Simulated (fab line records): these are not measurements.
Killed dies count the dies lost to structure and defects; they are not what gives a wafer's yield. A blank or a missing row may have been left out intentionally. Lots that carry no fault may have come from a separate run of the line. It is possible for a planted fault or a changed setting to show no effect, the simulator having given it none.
fab line records -- flow n5-finfet
record lots=7, wafers=21
route steps=1938 shown BEOL_M10@1512 BEOL_M11@1554 BEOL_M13@1705 BEOL_M14@1739
start-h: the number of hours between the record's first day and the start of the first shown wafer of the lot -- wait-h: time in hours since the lot's previous step -- " repeats the value in the row above -- L1.1+2: a row that stands for several wafers -- - value missing, or start not given -- * or withheld: withheld -- < > ~ a bound
route shown NAME@n: a module of which the file shows steps, and the number in the route of the first -- usual: mean/standard deviation of fault-free wafers -- same: alike in all rows -- chamber/n: place in a boat -- sites: readings site by site -- _std_site: how widely they spread, as a standard deviation -- _edge_site: mean of outer sites minus mean of inner sites -- radius-mm: how far each site lies from the wafer's centre -- mask NAME#n: copy n -- behind: the tool/chamber that last shaped the wafer -- hold: why the lot went on hold/how many hours it stayed there/how the hold came to an end -- device: the n, p or np transistor that did not switch -- end of line: at the end of the route, the tests of the same wafers -- a step with no rows: only its recipe -- killed: dies that structure and defects cost at the first sort, which is not the same as the wafer's yield -- map: shows each die of a wafer: x if killed, . if not, _ if none is there
set.NAME: setting as actually run; set.NAME@STEP: the setting as run at that earlier step -- model.NAME: the simulator's own value behind a step, which no gauge read
lots whose settings were changed on purpose; a table a step, a row a wafer
## steps
# step N5_BEOL_M10_TRENCH_ETCH_37
# recipe chemistry=C4F6/O2, target-depth-a=1488.3, target=SiCOH_lowk, time-s=48, ion-energy-ev=250, pressure-mtorr=30, source-w=345, bias-w=185, Ar_flow_sccm=300, C4F6_flow_sccm=10, O2_flow_sccm=10
lot.wafer,tool,chamber,start-h,wait-h,set.time-s,model.BEOL_M10.feature-depth-nm,model.etch.depth-nm,model.TiN_of_BEOL_M10_HM_DEP_02.thk-nm
L077.1,rie-diel-06,2,-,-,48,149.6,149.7,16
L077.3,rie-diel-06,3,-,-,48,148.8,148.8,15.8
L077.4,rie-diel-06,0,-,-,48,146.6,146.5,15.6
L081.3,rie-diel-01,2,-,-,57.07,174.2,174.2,15.2
L081.5,rie-diel-01,1,-,-,48,144.6,144.7,16.2
L081.6,rie-diel-01,2,-,-,57.07,174.4,174.3,15
L088.1,rie-diel-06,2,-,-,48,148,147.9,15.8
L088.3,rie-diel-06,1,-,-,48,149.4,149.5,15.6
L088.5,rie-diel-06,0,-,-,48,144.6,144.7,16.2
L090.1,rie-diel-01,3,-,-,48,152.8,152.9,15.4
L090.4,rie-diel-01,1,-,-,48,144.2,144.2,15.6
L090.5,rie-diel-01,0,-,-,48,148.4,148.5,15.6
L091.3,rie-diel-05,2,-,-,40.31,126.6,126.6,16.6
L091.4,rie-diel-05,2,-,-,48,150.4,150.4,15.6
L091.6,rie-diel-05,0,-,-,48,154.4,154.5,15.4
L095.3,rie-diel-05,2,-,-,48,149.2,149.2,15.8
L095.4,rie-diel-05,1,-,-,48,151,151,15.6
L095.6,rie-diel-05,0,-,-,48,153.4,153.4,15.6
L096.1,rie-diel-05,0,-,-,48,150.8,150.9,16.4
L096.4,rie-diel-05,3,-,-,48,148.6,148.6,16
L096.5,rie-diel-05,3,-,-,43.62,136.4,136.4,16.4
# step N5_BEOL_M10_ETCH_41
# recipe chemistry=CH3F/O2, target=SiCN, target-depth-a=426, taper-deg=2, time-s=86, ion-energy-ev=120, mask-material=TiN, pressure-mtorr=30, source-w=395, bias-w=75, Ar_flow_sccm=150, CH3F_flow_sccm=30, O2_flow_sccm=20
# step N5_BEOL_M10_STRIP_77
# recipe chemistry=N2/H2, time-s=10, power-w=450, temp-c=40, pressure-mtorr=20, rf-frequency-hz=6e+07, bias-power-w=7, n2-flow-sccm=200, h2-flow-sccm=200
# step N5_BEOL_M10_OCD_MEAS_38
# usual trench-depth-nm=148/3.1
lot.wafer,tool,chamber,start-h,wait-h,set.time-s@BEOL_M10_TRENCH_ETCH_37,trench-depth-nm
L077.1,ocd-02,-,248.91,-,48,150
L077.3,ocd-02,-,248.91,-,48,149
L077.4,ocd-02,-,248.91,-,48,146
L081.3,ocd-02,-,277.24,-,57.07,174
L081.5,ocd-02,-,277.24,-,48,145
L081.6,ocd-02,-,277.24,-,57.07,174
L088.1,ocd-02,-,317.90,-,48,147
L088.3,ocd-02,-,317.90,-,48,150
L088.5,ocd-02,-,317.90,-,48,145
L090.1,ocd-01,-,321.88,-,48,153
L090.4,ocd-01,-,321.88,-,48,144
L090.5,ocd-01,-,321.88,-,48,149
L091.3,ocd-02,-,339.15,-,40.31,127
L091.4,ocd-02,-,339.15,-,48,151
L091.6,ocd-02,-,339.15,-,48,155
L095.3,ocd-02,-,355.20,-,48,149
L095.4,ocd-02,-,355.20,-,48,151
L095.6,ocd-02,-,355.20,-,48,153
L096.1,ocd-01,-,372.14,-,48,150
L096.4,ocd-01,-,372.14,-,48,148
L096.5,ocd-01,-,372.14,-,43.62,136
# step N5_BEOL_M10_HM_STRIP_39
# recipe chemistry=peroxide-tin-strip, material=TiN, target-depth-a=250, temp-c=50, time-s=158
# step N5_BEOL_M10_SRD_40
# recipe time-s=30, temp-c=23, rinse-liquid=diw, dry=ipa-marangoni
# step N5_BEOL_M10_ECD_50
# recipe material=Cu, target-thk-a=3180
# step N5_BEOL_M10_ANNEAL_51
# recipe temp-c=225, time-s=90, ambient=N2
# step N5_BEOL_M10_CMP_52
# recipe stop-on=SiCOH_lowk, t-overpolish-s=7, down-force-psi=1, platen-rpm=50, clearing-platen-down-force-psi=1.5, clearing-platen-rpm=50, post-cmp-clean=cu-alkaline, target-thk-nm=140, clearing-platen-pad-velocity-m-s=0.99484, pad-velocity-m-s=0.99484
lot.wafer,tool,chamber,start-h,wait-h,set.time-s@BEOL_M10_TRENCH_ETCH_37,model.Cu_of_BEOL_M10_ECD_50.thk-nm
L077.3,cmp-01,2,251.70,0.2,48,138.6
L077.1,cmp-01,0,251.70,0.2,48,141.6
L077.4,cmp-01,1,251.70,0.2,48,139.2
L081.3,cmp-02,0,282.33,0.3,57.07,163.8
L081.6,cmp-02,1,282.33,0.3,57.07,165.4
L081.5,cmp-02,2,282.33,0.3,48,134.8
L088.1,cmp-01,0,323.56,0.3,48,139.2
L088.3,cmp-01,2,323.56,0.3,48,139.4
L088.5,cmp-01,0,323.56,0.3,48,136.4
L090.1,cmp-01,2,327.26,0.3,48,142.8
L090.4,cmp-01,3,327.26,0.3,48,134.2
L090.5,cmp-01,2,327.26,0.3,48,138.8
L091.4,cmp-03,1,342.70,0.2,48,140.4
L091.3,cmp-03,2,342.70,0.2,40.31,119.8
L091.6,cmp-03,3,342.70,0.2,48,147
L095.4,cmp-03,2,359.08,0.1,48,141.4
L095.3,cmp-03,3,359.08,0.1,48,141
L095.6,cmp-03,3,359.08,0.1,48,145
L096.4,cmp-01,3,374.33,0.1,48,140.4
L096.1,cmp-01,1,374.33,0.1,48,142
L096.5,cmp-01,0,374.33,0.1,43.62,128.8
# step N5_BEOL_M10_THK_MEAS_53
# recipe thk-meas-gauge=xrf, reads=Cu_of_BEOL_M10_ECD_50
# usual M10_THK=141/3.3
lot.wafer,tool,chamber,start-h,wait-h,set.time-s@BEOL_M10_TRENCH_ETCH_37,M10_THK[nm]
L077.1,film-metro-01,-,251.99,-,48,144
L077.3,film-metro-01,-,251.99,-,48,141
L077.4,film-metro-01,-,251.99,-,48,141
L081.3,film-metro-02,-,282.51,-,57.07,168
L081.5,film-metro-02,-,282.51,-,48,138
L081.6,film-metro-02,-,282.51,-,57.07,169
L088.1,film-metro-02,-,323.82,-,48,141
L088.3,film-metro-02,-,323.82,-,48,141
L088.5,film-metro-02,-,323.82,-,48,138
L090.1,film-metro-02,-,327.55,-,48,145
L090.4,film-metro-02,-,327.55,-,48,137
L090.5,film-metro-02,-,327.55,-,48,140
L091.3,film-metro-02,-,342.92,-,40.31,122
L091.4,film-metro-02,-,342.92,-,48,143
L091.6,film-metro-02,-,342.92,-,48,150
L095.3,film-metro-01,-,359.37,-,48,143
L095.4,film-metro-01,-,359.37,-,48,144
L095.6,film-metro-01,-,359.37,-,48,147
L096.1,film-metro-02,-,374.63,-,48,143
L096.4,film-metro-02,-,374.63,-,48,142
L096.5,film-metro-02,-,374.63,-,43.62,131
# step N5_BEOL_M10_PRE_CLEAN_55
# recipe gas=NH3, time-s=15, temp-c=withheld, rf-power-w=300
# step N5_BEOL_M10_DEP_56
# recipe material=SiCN, target-thk-a=150, temp-c=withheld, precursor=3MS/NH3, pressure-torr=3, rf-w=202, time-s=26.5
# step N5_BEOL_M10_RS_MEAS_57
# recipe thk-meas-gauge=four-point-probe, reads=Cu_of_BEOL_M10_ECD_50+Co_of_BEOL_M10_CVD_75+TaN_of_BEOL_M10_ALD_74
# usual M10_RS=0.152/0.0039
lot.wafer,tool,chamber,start-h,wait-h,set.time-s@BEOL_M10_TRENCH_ETCH_37,M10_RS[ohm/sq]
L077.1,film-metro-01,-,252.13,0.1,48,0.149
L077.3,film-metro-01,-,252.13,0.1,48,0.152
L077.4,film-metro-01,-,252.13,0.1,48,0.152
L081.3,film-metro-02,-,282.65,0.1,57.07,0.127
L081.5,film-metro-02,-,282.65,0.1,48,0.157
L081.6,film-metro-02,-,282.65,0.1,57.07,0.126
L088.1,film-metro-02,-,323.95,0.1,48,0.152
L088.3,film-metro-02,-,323.95,0.1,48,0.152
L088.5,film-metro-02,-,323.95,0.1,48,0.155
L090.1,film-metro-02,-,327.69,0.1,48,0.148
L090.4,film-metro-02,-,327.69,0.1,48,0.158
L090.5,film-metro-02,-,327.69,0.1,48,0.152
L091.3,film-metro-02,-,343.09,0.1,40.31,0.179
L091.4,film-metro-02,-,343.09,0.1,48,0.150
L091.6,film-metro-02,-,343.09,0.1,48,0.143
L095.3,film-metro-02,-,359.51,0.1,48,0.150
L095.4,film-metro-02,-,359.51,0.1,48,0.149
L095.6,film-metro-02,-,359.51,0.1,48,0.145
L096.1,film-metro-01,-,374.77,0.1,48,0.148
L096.4,film-metro-01,-,374.77,0.1,48,0.150
L096.5,film-metro-01,-,374.77,0.1,43.62,0.166
# step N5_BEOL_M11_ETCH_62
# recipe chemistry=N2/H2, target=SOC, target-depth-a=1100, overetch-a=220, mask-material=SiARC, temp-c=40, time-s=165, ion-energy-ev=200, pressure-mtorr=30, source-w=840, bias-w=150, n2-flow-sccm=200, h2-flow-sccm=200
# usual rf-vpp-V=523.4/2.3
lot.wafer,tool,chamber,start-h,wait-h,set.bias-w,rf-vpp-V,model.SiARC_of_BEOL_M11_COAT_60.thk-nm
L077.1,rie-diel-03,1,254.25,0.0,150,527.0,23.2
L077.3,rie-diel-03,2,254.25,0.0,124.7,465.8,24.8
L077.4,rie-diel-03,1,254.25,0.0,150,524.8,23.4
L081.3,rie-diel-04,3,284.51,0.0,150,524.3,23.6
L081.5,rie-diel-04,0,284.51,0.0,142.1,500.5,24.2
L081.6,rie-diel-04,1,284.51,0.0,142.1,503.9,23.8
L088.1,rie-diel-03,1,325.78,0.0,150,525.2,23.2
L088.3,rie-diel-03,3,325.78,0.0,150,525.1,23.4
L088.5,rie-diel-03,1,325.78,0.0,150,525.3,23.2
L090.1,rie-diel-02,1,329.12,0.0,150,525.6,23.6
L090.4,rie-diel-02,3,329.12,0.0,150,521.8,23.4
L090.5,rie-diel-02,0,329.12,0.0,150,526.4,23.8
L091.3,rie-diel-03,1,348.80,0.0,150,526.5,23.2
L091.4,rie-diel-03,0,348.80,0.0,150,522.2,23.4
L091.6,rie-diel-03,1,348.80,0.0,130.6,480.7,24.4
L095.3,rie-diel-02,3,361.32,0.0,150,521.2,23.4
L095.4,rie-diel-02,1,361.32,0.0,126.8,471.4,24.8
L095.6,rie-diel-02,1,361.32,0.0,150,525.3,23.4
L096.1,rie-diel-03,2,377.01,0.0,150,522.3,23.2
L096.4,rie-diel-03,0,377.01,0.0,166,558.3,22.4
L096.5,rie-diel-03,3,377.01,0.0,150,523.7,23.6
# step N5_BEOL_M13_SPUTTER_43
# recipe material=TaN, target-thk-a=150, temp-c=50, bias-v=168.6, power-w=15000, chamber-pressure-pa=0.12, time-s=24.19
lot.wafer,tool,chamber,start-h,wait-h,set.time-s,model.TaN_of_BEOL_M13_SPUTTER_43.thk-nm
L077.1,pvd-sputter-01,-,277.35,0.0,24.19,14.8
L077.3+4,pvd-sputter-01,-,277.35,0.0,26.35,16.2
L081.3,pvd-sputter-03,-,310.79,0.0,24.19,15
L081.5,pvd-sputter-03,-,310.79,0.0,23.09,14.2
L081.6,pvd-sputter-03,-,310.79,0.0,23.09,14.4
L088.1+5,pvd-sputter-02,-,343.71,0.0,24.19,14.8
L088.3,pvd-sputter-02,-,343.71,0.0,24.19,15
L090.1+4+5,pvd-sputter-01,-,349.03,0.0,24.19,15
L091.3,pvd-sputter-03,-,367.75,0.0,24.19,15
L091.4+6,pvd-sputter-03,-,367.75,0.0,24.19,14.8
L095.3,pvd-sputter-01,-,380.72,0.0,21.72,13
L095.4,pvd-sputter-01,-,380.72,0.0,24.19,15
L095.6,pvd-sputter-01,-,380.72,0.0,24.19,14.6
L096.1,pvd-sputter-03,-,393.34,0.0,25.26,15.6
L096.4,pvd-sputter-03,-,393.34,0.0,24.19,14.8
L096.5,pvd-sputter-03,-,393.34,0.0,25.26,15.4
# step N5_BEOL_M13_SPUTTER_44
# recipe material=Ta, target-thk-a=100, temp-c=50, bias-v=80, power-w=15000, chamber-pressure-pa=0.07, time-s=16.13
lot.wafer,tool,chamber,start-h,wait-h,set.time-s,model.Ta_of_BEOL_M13_SPUTTER_44.thk-nm
L077.1,pvd-sputter-01,-,277.43,0.0,18.14,10.8
L077.3,pvd-sputter-01,-,277.43,0.0,18.14,11.2
L077.4,pvd-sputter-01,-,277.43,0.0,16.13,9.6
L081.3,pvd-sputter-03,-,310.87,0.0,16.13,9.8
L081.5,pvd-sputter-03,-,310.87,0.0,15.43,9.6
L081.6,pvd-sputter-03,-,310.87,0.0,15.43,9.4
L088.1+3,pvd-sputter-02,-,343.79,0.0,14.66,9
L088.5,pvd-sputter-02,-,343.79,0.0,16.13,10
L090.1+5,pvd-sputter-01,-,349.11,0.0,16.13,10
L090.4,pvd-sputter-01,-,349.11,0.0,16.13,9.8
L091.3+6,pvd-sputter-03,-,367.83,0.0,16.13,10
L091.4,pvd-sputter-03,-,367.83,0.0,18.15,11.4
L095.3+6,pvd-sputter-01,-,380.80,0.0,16.13,9.8
L095.4,pvd-sputter-01,-,380.80,0.0,16.13,10
L096.1+4+5,pvd-sputter-03,-,393.42,0.0,16.13,10.2
# step N5_BEOL_M14_COAT_22
# recipe spin-rpm=2888, resist-thk-nm=300
lot.wafer,tool,chamber,start-h,wait-h,set.spin-rpm,model.coat_of_BEOL_M14_COAT_22.thk-nm
L077.1,litho-track-04,0,-,-,2805,303.8
L077.3,litho-track-04,0,-,-,2805,304.8
L077.4,litho-track-04,0,-,-,2888,299.8
L081.3,litho-track-03,0,-,-,2888,301
L081.5,litho-track-03,0,-,-,2888,300.2
L081.6,litho-track-03,0,-,-,2888,300.8
L088.1,litho-track-04,0,-,-,2888,300.6
L088.3+5,litho-track-04,0,-,-,3053,292.4
L090.1,litho-track-03,0,-,-,2888,299.4
L090.4,litho-track-03,0,-,-,2888,299.6
L090.5,litho-track-03,0,-,-,2888,300.2
L091.3+4,litho-track-02,0,-,-,2888,300
L091.6,litho-track-02,0,-,-,3204,283.8
L095.3,litho-track-03,0,-,-,2888,300.2
L095.4,litho-track-03,0,-,-,2630,314.8
L095.6,litho-track-03,0,-,-,2888,300
L096.1,litho-track-04,0,-,-,2741,309
L096.4,litho-track-04,0,-,-,2888,301.2
L096.5,litho-track-04,0,-,-,2888,301.4
# step N5_BEOL_M14_PEB_26
# recipe peb-temp-c=130, peb-time-s=90
lot.wafer,tool,chamber,start-h,wait-h,set.peb-temp-c
L077.1+3,litho-track-03,0,282.23,0.1,131
L077.4,litho-track-03,0,282.23,0.1,130
L081.3+6,litho-track-03,0,313.38,0.0,130
L081.5,litho-track-03,0,313.38,0.0,126.3
L088.1,litho-track-02,0,346.31,0.1,132.9
L088.3+5,litho-track-02,0,346.31,0.1,130
L090.1+4+5,litho-track-02,0,351.61,0.1,130
L091.3+6,litho-track-04,0,372.73,0.0,130
L091.4,litho-track-04,0,372.73,0.0,128.5
L095.3,litho-track-04,0,387.38,0.0,130
L095.4+6,litho-track-04,0,387.38,0.0,127.2
L096.1+4,litho-track-04,0,396.07,0.1,128.9
L096.5,litho-track-04,0,396.07,0.1,130
# step N5_BEOL_M14_DEVELOP_27
# recipe develop-time-s=45, rinse-liquid=diw, dry=air-spin, dev-temp-c=21
# step N5_BEOL_M14_HARDBAKE_32
# recipe temp-c=130, time-s=120
# step N5_BEOL_M14_CD_MEAS_28
# recipe target-cd-nm=284.4, landing-energy-ev=500, detector=se-inlens
# usual cd-nm=283.3/1.5
lot.wafer,tool,chamber,start-h,wait-h,set.peb-temp-c@BEOL_M14_PEB_26,cd-nm
L077.1,cd-sem-03,0,282.34,-,131,287.0
L077.3,cd-sem-03,0,282.34,-,131,285.8
L077.4,cd-sem-03,0,282.34,-,130,281.9
L081.3,cd-sem-03,0,313.50,-,130,284.6
L081.5,cd-sem-03,0,313.50,-,126.3,261.4
L081.6,cd-sem-03,0,313.50,-,130,281.9
L088.1,cd-sem-02,0,346.42,-,132.9,293.1
L088.3,cd-sem-02,0,346.42,-,130,283.0
L088.5,cd-sem-02,0,346.42,-,130,284.2
L090.1,cd-sem-01,0,351.73,-,130,282.2
L090.4,cd-sem-01,0,351.73,-,130,283.8
L090.5,cd-sem-01,0,351.73,-,130,283.0
L091.3,cd-sem-01,0,372.85,-,130,284.2
L091.4,cd-sem-01,0,372.85,-,128.5,273.6
L091.6,cd-sem-01,0,372.85,-,130,284.2
L095.3,cd-sem-02,0,387.49,-,130,283.4
L095.4,cd-sem-02,0,387.49,-,127.2,268.1
L095.6,cd-sem-02,0,387.49,-,127.2,269.8
L096.1,cd-sem-01,0,396.18,-,128.9,276.5
L096.4,cd-sem-01,0,396.18,-,128.9,278.7
L096.5,cd-sem-01,0,396.18,-,130,283.4
# step N5_BEOL_M14_DESCUM_33
# recipe chemistry=O2, time-s=7.9, source-power-w=50, bias-power-w=20, pressure-mtorr=20, rf-frequency-hz=2.712e+07, temp-c=40, o2-flow-sccm=225
lot.wafer,tool,chamber,start-h,wait-h,set.peb-temp-c@BEOL_M14_PEB_26,model.BEOL_M14.cd-nm
L077.1,rie-diel-06,3,283.01,0.6,131,287.2
L077.3,rie-diel-06,2,283.01,0.6,131,285.6
L077.4,rie-diel-06,1,283.01,0.6,130,282
L081.3,rie-diel-01,1,313.72,0.2,130,284.8
L081.5,rie-diel-01,0,313.72,0.2,126.3,261
L081.6,rie-diel-01,1,313.72,0.2,130,281.8
L088.1,rie-diel-01,1,346.96,0.5,132.9,293.4
L088.3,rie-diel-01,0,346.96,0.5,130,282.8
L088.5,rie-diel-01,0,346.96,0.5,130,284
L090.1,rie-diel-05,2,352.03,0.2,130,282.6
L090.4,rie-diel-05,1,352.03,0.2,130,283.6
L090.5,rie-diel-05,1,352.03,0.2,130,283.4
L091.3,rie-diel-01,0,372.93,0.0,130,284
L091.4,rie-diel-01,3,372.93,0.0,128.5,273.4
L091.6,rie-diel-01,1,372.93,0.0,130,283.8
L095.3,rie-diel-05,3,388.18,0.6,130,283.2
L095.4,rie-diel-05,1,388.18,0.6,127.2,268
L095.6,rie-diel-05,0,388.18,0.6,127.2,269.8
L096.1,rie-diel-06,3,396.27,0.0,128.9,276.8
L096.4,rie-diel-06,0,396.27,0.0,128.9,278.6
L096.5,rie-diel-06,3,396.27,0.0,130,283.8
# step N5_BEOL_M14_ETCH_67
# recipe chemistry=CF4, target=SiARC, target-depth-a=1430, time-s=238.3, ion-energy-ev=80, pressure-mtorr=40, source-w=545, bias-w=36, Ar_flow_sccm=100, cf4-flow-sccm=100, ends=cleared
lot.wafer,tool,chamber,start-h,wait-h,set.peb-temp-c@BEOL_M14_PEB_26,model.BEOL_M14.cd-nm
L077.1,rie-diel-06,3,283.04,0.0,131,283.2
L077.3,rie-diel-06,2,283.04,0.0,131,280.8
L077.4,rie-diel-06,1,283.04,0.0,130,278
L081.3,rie-diel-01,1,313.76,0.0,130,280.4
L081.5,rie-diel-01,0,313.76,0.0,126.3,255.8
L081.6,rie-diel-01,1,313.76,0.0,130,277.2
L088.1,rie-diel-01,1,347.00,0.0,132.9,289.2
L088.3,rie-diel-01,0,347.00,0.0,130,277.8
L088.5,rie-diel-01,0,347.00,0.0,130,279
L090.1,rie-diel-05,2,352.06,0.0,130,278.4
L090.4+5,rie-diel-05,1,352.06,0.0,130,278.8
L091.3,rie-diel-01,0,372.97,0.0,130,279
L091.4,rie-diel-01,3,372.97,0.0,128.5,269.2
L091.6,rie-diel-01,1,372.97,0.0,130,279.8
L095.3,rie-diel-05,3,388.22,0.0,130,279
L095.4,rie-diel-05,1,388.22,0.0,127.2,264.2
L095.6,rie-diel-05,0,388.22,0.0,127.2,265.6
L096.1,rie-diel-06,3,396.31,0.0,128.9,273
L096.4,rie-diel-06,0,396.31,0.0,128.9,275
L096.5,rie-diel-06,3,396.31,0.0,130,279.6
# step N5_BEOL_M14_ETCH_68
# recipe chemistry=N2/H2, target=SOC, mask-material=SiARC, source-w=3000, bias-w=350, temp-c=40, time-s=450, ion-energy-ev=200, pressure-mtorr=30, n2-flow-sccm=200, h2-flow-sccm=200
lot.wafer,tool,chamber,start-h,wait-h,set.peb-temp-c@BEOL_M14_PEB_26,model.BEOL_M14.cd-nm
L077.1,rie-diel-06,3,283.19,0.1,131,280.2
L077.3,rie-diel-06,2,283.19,0.1,131,280.6
L077.4,rie-diel-06,1,283.19,0.1,130,279.6
L081.3,rie-diel-01,1,313.91,0.1,130,277.8
L081.5,rie-diel-01,0,313.91,0.1,126.3,256
L081.6,rie-diel-01,1,313.91,0.1,130,275.4
L088.1,rie-diel-01,1,347.14,0.1,132.9,287.4
L088.3,rie-diel-01,0,347.14,0.1,130,280.2
L088.5,rie-diel-01,0,347.14,0.1,130,280.6
L090.1,rie-diel-05,2,352.21,0.1,130,278
L090.4,rie-diel-05,1,352.21,0.1,130,281.4
L090.5,rie-diel-05,1,352.21,0.1,130,280.4
L091.3,rie-diel-01,0,373.11,0.1,130,281.4
L091.4,rie-diel-01,3,373.11,0.1,128.5,269.2
L091.6,rie-diel-01,1,373.11,0.1,130,279
L095.3,rie-diel-05,3,388.36,0.1,130,279.6
L095.4,rie-diel-05,1,388.36,0.1,127.2,263.4
L095.6,rie-diel-05,0,388.36,0.1,127.2,266.8
L096.1,rie-diel-06,3,396.45,0.1,128.9,271.6
L096.4,rie-diel-06,0,396.45,0.1,128.9,275.4
L096.5,rie-diel-06,3,396.45,0.1,130,277
# step N5_BEOL_M14_STRIP_69
# recipe chemistry=N2/H2, temp-c=40, n2-flow-sccm=200, h2-flow-sccm=200, rf-frequency-hz=6e+07
# step N5_BEOL_M14_TRENCH_ETCH_34
# recipe chemistry=C4F8/O2/Ar, target=SiO2, target-depth-a=5566.5, mask-material=SOC, he-inner-torr=15, he-outer-torr=30, time-s=126.9, ion-energy-ev=800, pressure-mtorr=20, source-w=1905, bias-w=2040, Ar_flow_sccm=400, C4F8_flow_sccm=16, O2_flow_sccm=12
lot.wafer,tool,chamber,start-h,wait-h,set.peb-temp-c@BEOL_M14_PEB_26,model.BEOL_M14.cd-nm
L077.1+3,rie-diel-06,"3,2",283.46,0.0,131,280.4
L077.4,rie-diel-06,1,283.46,0.0,130,280.2
L081.3,rie-diel-01,1,314.18,0.0,130,277.4
L081.5,rie-diel-01,0,314.18,0.0,126.3,256.2
L081.6,rie-diel-01,1,314.18,0.0,130,275.2
L088.1,rie-diel-01,1,347.42,0.0,132.9,287
L088.3,rie-diel-01,0,347.42,0.0,130,280.6
L088.5,rie-diel-01,0,347.42,0.0,130,281.2
L090.1,rie-diel-05,2,352.48,0.0,130,277.8
L090.4,rie-diel-05,1,352.48,0.0,130,281
L090.5,rie-diel-05,1,352.48,0.0,130,280.2
L091.3,rie-diel-01,0,373.39,0.0,130,281.6
L091.4,rie-diel-01,3,373.39,0.0,128.5,269.2
L091.6,rie-diel-01,1,373.39,0.0,130,278.4
L095.3,rie-diel-05,3,388.64,0.0,130,279.2
L095.4,rie-diel-05,1,388.64,0.0,127.2,263.2
L095.6,rie-diel-05,0,388.64,0.0,127.2,266.8
L096.1,rie-diel-06,3,396.73,0.0,128.9,271.4
L096.4,rie-diel-06,0,396.73,0.0,128.9,275.4
L096.5,rie-diel-06,3,396.73,0.0,130,277
# step N5_BEOL_M14_STRIP_70
# recipe chemistry=C4F8/O2/Ar, resist=SiARC, rf-frequency-hz=6e+07
# step N5_BEOL_M14_STRIP_37
# recipe chemistry=O2, power-w=600, temp-c=60, pressure-mtorr=30, rf-frequency-hz=6e+07, bias-power-w=0, overash-fraction=0.3, o2-flow-sccm=225
# step N5_BEOL_M14_ETCH_38
# recipe chemistry=CF4/N2, target=SiCN, target-depth-a=1065, taper-deg=2, time-s=120.6, ion-energy-ev=150, mask-material=SiO2, pressure-mtorr=40, source-w=430, bias-w=70, Ar_flow_sccm=100, cf4-flow-sccm=60, n2-flow-sccm=60
lot.wafer,tool,chamber,start-h,wait-h,set.peb-temp-c@BEOL_M14_PEB_26,model.BEOL_M14.cd-nm
L077.1+3,rie-diel-01,"3,1",-,-,131,280.4
L077.4,rie-diel-01,0,-,-,130,280.4
L081.3,rie-diel-06,0,-,-,130,277.2
L081.5,rie-diel-06,0,-,-,126.3,256.2
L081.6,rie-diel-06,3,-,-,130,275
L088.1,rie-diel-01,3,-,-,132.9,287
L088.3,rie-diel-01,1,-,-,130,280.8
L088.5,rie-diel-01,2,-,-,130,281.2
L090.1,rie-diel-06,1,-,-,130,277.8
L090.4,rie-diel-06,3,-,-,130,281
L090.5,rie-diel-06,3,-,-,130,280
L091.3,rie-diel-01,0,-,-,130,281.8
L091.4,rie-diel-01,1,-,-,128.5,269.2
L091.6,rie-diel-01,1,-,-,130,278.2
L095.3,rie-diel-06,1,-,-,130,279.4
L095.4,rie-diel-06,2,-,-,127.2,263
L095.6,rie-diel-06,0,-,-,127.2,266.8
L096.1,rie-diel-05,2,-,-,128.9,271.4
L096.4,rie-diel-05,2,-,-,128.9,275.4
L096.5,rie-diel-05,0,-,-,130,277
## key
split step=N5_BEOL_M10_TRENCH_ETCH_37, setting=time-s, stated=48, by=wafer
response step=N5_BEOL_M10_TRENCH_ETCH_37, reading=model.BEOL_M10.feature-depth-nm, change=+1.57, per=1%, r=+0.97
response step=N5_BEOL_M10_TRENCH_ETCH_37, reading=model.etch.depth-nm, change=+1.57, per=1%, r=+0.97
response step=N5_BEOL_M10_TRENCH_ETCH_37, reading=model.TiN_of_BEOL_M10_HM_DEP_02.thk-nm, change=-0.0577, per=1%, r=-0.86
response step=N5_BEOL_M10_OCD_MEAS_38, reading=trench-depth-nm, change=+1.54, per=1%, r=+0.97
response step=N5_BEOL_M10_CMP_52, reading=model.Cu_of_BEOL_M10_ECD_50.thk-nm, change=+1.52, per=1%, r=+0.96
response step=N5_BEOL_M10_THK_MEAS_53, reading=M10_THK, change=+1.55, per=1%, r=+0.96
response step=N5_BEOL_M10_RS_MEAS_57, reading=M10_RS, change=-0.00179, per=1%, r=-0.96
split step=N5_BEOL_M11_ETCH_62, setting=bias-w, stated=150, by=wafer
response step=N5_BEOL_M11_ETCH_62, reading=rf-vpp-V, change=+3.45, per=1%, r=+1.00
response step=N5_BEOL_M11_ETCH_62, reading=model.SiARC_of_BEOL_M11_COAT_60.thk-nm, change=-0.0888, per=1%, r=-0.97
split step=N5_BEOL_M13_SPUTTER_43, setting=time-s, stated=24.19, by=wafer
response step=N5_BEOL_M13_SPUTTER_43, reading=model.TaN_of_BEOL_M13_SPUTTER_43.thk-nm, change=+0.166, per=1%, r=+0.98
split step=N5_BEOL_M13_SPUTTER_44, setting=time-s, stated=16.13, by=wafer
response step=N5_BEOL_M13_SPUTTER_44, reading=model.Ta_of_BEOL_M13_SPUTTER_44.thk-nm, change=+0.11, per=1%, r=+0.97
split step=N5_BEOL_M14_COAT_22, setting=spin-rpm, stated=2888, by=wafer
response step=N5_BEOL_M14_COAT_22, reading=model.coat_of_BEOL_M14_COAT_22.thk-nm, change=-1.53, per=1%, r=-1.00
split step=N5_BEOL_M14_PEB_26, setting=peb-temp-c, stated=130, by=wafer
response step=N5_BEOL_M14_CD_MEAS_28, reading=cd-nm, change=+6.64, per=1%, r=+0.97
response step=N5_BEOL_M14_DESCUM_33, reading=model.BEOL_M14.cd-nm, change=+6.74, per=1%, r=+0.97
response step=N5_BEOL_M14_ETCH_67, reading=model.BEOL_M14.cd-nm, change=+6.85, per=1%, r=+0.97
response step=N5_BEOL_M14_ETCH_68, reading=model.BEOL_M14.cd-nm, change=+5.98, per=1%, r=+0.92
response step=N5_BEOL_M14_TRENCH_ETCH_34, reading=model.BEOL_M14.cd-nm, change=+5.75, per=1%, r=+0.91
response step=N5_BEOL_M14_ETCH_38, reading=model.BEOL_M14.cd-nm, change=+5.74, per=1%, r=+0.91
